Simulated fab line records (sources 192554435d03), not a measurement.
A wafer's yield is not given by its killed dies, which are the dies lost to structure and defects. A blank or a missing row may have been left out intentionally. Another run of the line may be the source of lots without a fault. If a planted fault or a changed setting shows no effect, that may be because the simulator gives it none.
Split-lot trial -- flow n5_finfet -- 7 lots, 21 wafers read, on a route of 1938 steps

== SPLIT DETAILS ==
At N5_MIM_BOT_LITHO_EXPOSE_05 (exposes mask MIM BOT), the setting dose_mj was moved away from the recipe's 24.25 on 7 of the 21 wafers read, by -5.9% to +6.0%. For the rest of the wafers, this setting stayed at what the recipe calls for.

== FROM THE SPLIT TO THE READING: what the file shows between them, 2 steps ==
- N5_MIM_BOT_LITHO_DEVELOP_07: develop time 60 s (also split here: develop_time_s)
- N5_MIM_BOT_LITHO_HARDBAKE_09: time 120 s

== THE READING ==
cd_nm (nm) at N5_MIM_BOT_LITHO_CD_MEAS_08, where the cd target is 3000 nm. On this fab line, fault-free wafers typically give 2999.1 nm with a standard deviation of 2.7 nm.

wafer,"tool, chamber at the split",dose_mj as run,against the recipe,"cd_nm, nm",against lot-mates on the recipe
L075.3,"krf_scanner-01, 0",23.38,-3.6%,2992.2,-4.0
L075.4,"krf_scanner-01, 0",24.25,recipe,2996.2,-
L075.5,"krf_scanner-01, 0",23.38,-3.6%,2992.7,-3.5
L077.2,"krf_scanner-02, 0",24.25,recipe,2997.3,-
L077.3,"krf_scanner-02, 0",24.25,recipe,2995.4,-
L077.5,"krf_scanner-02, 0",22.83,-5.9%,2984.0,-12.4
L081.1,"krf_scanner-01, 0",24.25,recipe,3000.8,-
L081.2,"krf_scanner-01, 0",24.25,recipe,3001.5,-
L081.3,"krf_scanner-01, 0",23.44,-3.3%,2998.2,-3.0
L084.4,"krf_scanner-01, 0",24.25,recipe,3005.0,-
L084.5,"krf_scanner-01, 0",25.71,+6.0%,3010.2,+7.5
L084.6,"krf_scanner-01, 0",24.25,recipe,3000.4,-
L082.1,"krf_scanner-02, 0",24.25,recipe,2996.6,-
L082.4,"krf_scanner-02, 0",24.25,recipe,2999.3,-
L082.5,"krf_scanner-02, 0",25.51,+5.2%,3011.1,+13.2
L093.2,"krf_scanner-01, 0",23.55,-2.9%,2991.0,-5.6
L093.4,"krf_scanner-01, 0",24.25,recipe,2993.7,-
L093.5,"krf_scanner-01, 0",24.25,recipe,2999.5,-
L090.1,"krf_scanner-01, 0",24.25,recipe,3000.7,-
L090.3,"krf_scanner-01, 0",24.25,recipe,2999.7,-
L090.4,"krf_scanner-01, 0",24.25,recipe,2999.9,-

THE FIT
A straight line over all 21 wafers: cd_nm changes by +2.05 nm for each +1% of dose_mj; r = +0.88; the points scatter about the line by 2.9 nm.
The same after taking each lot's own level away (the mean of its wafers on the recipe; 21 wafers): +1.69 nm for each +1%; r = +0.91; scatter 2.1 nm.
The reading moves by 10 nm for the largest change in dose_mj, on that fit.
Across the lots, their own levels run from 2996.20 to 3002.70 nm, a range of 2.4 times the standard deviation given above.
In other words, the slope is changed by the lot-to-lot level; the two fits disagree.
Check: for one of the wafers moved furthest among these (+6.0%), held out of the fit, the line's prediction against its lot-mates is +12 nm. It came out at +7.5 nm against them.

== THE OTHER SPLITS THESE WAFERS WENT THROUGH ==
Note: prior to the reading, these wafers also went through further splits. Each is held against what the fit with the lots' levels taken away leaves over:
other split on the same wafers,wafers away from the commonest value,r with cd_nm (lot level and that fit taken away)
N5_BEOL_M15_COAT_04 spin_rpm,8,+0.33
N5_MIM_BOT_LITHO_DEVELOP_07 develop_time_s,8,+0.43

== FILE'S OWN FIT ==
cd_nm changes by +1.74 nm for each +1% of dose_mj, r = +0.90.
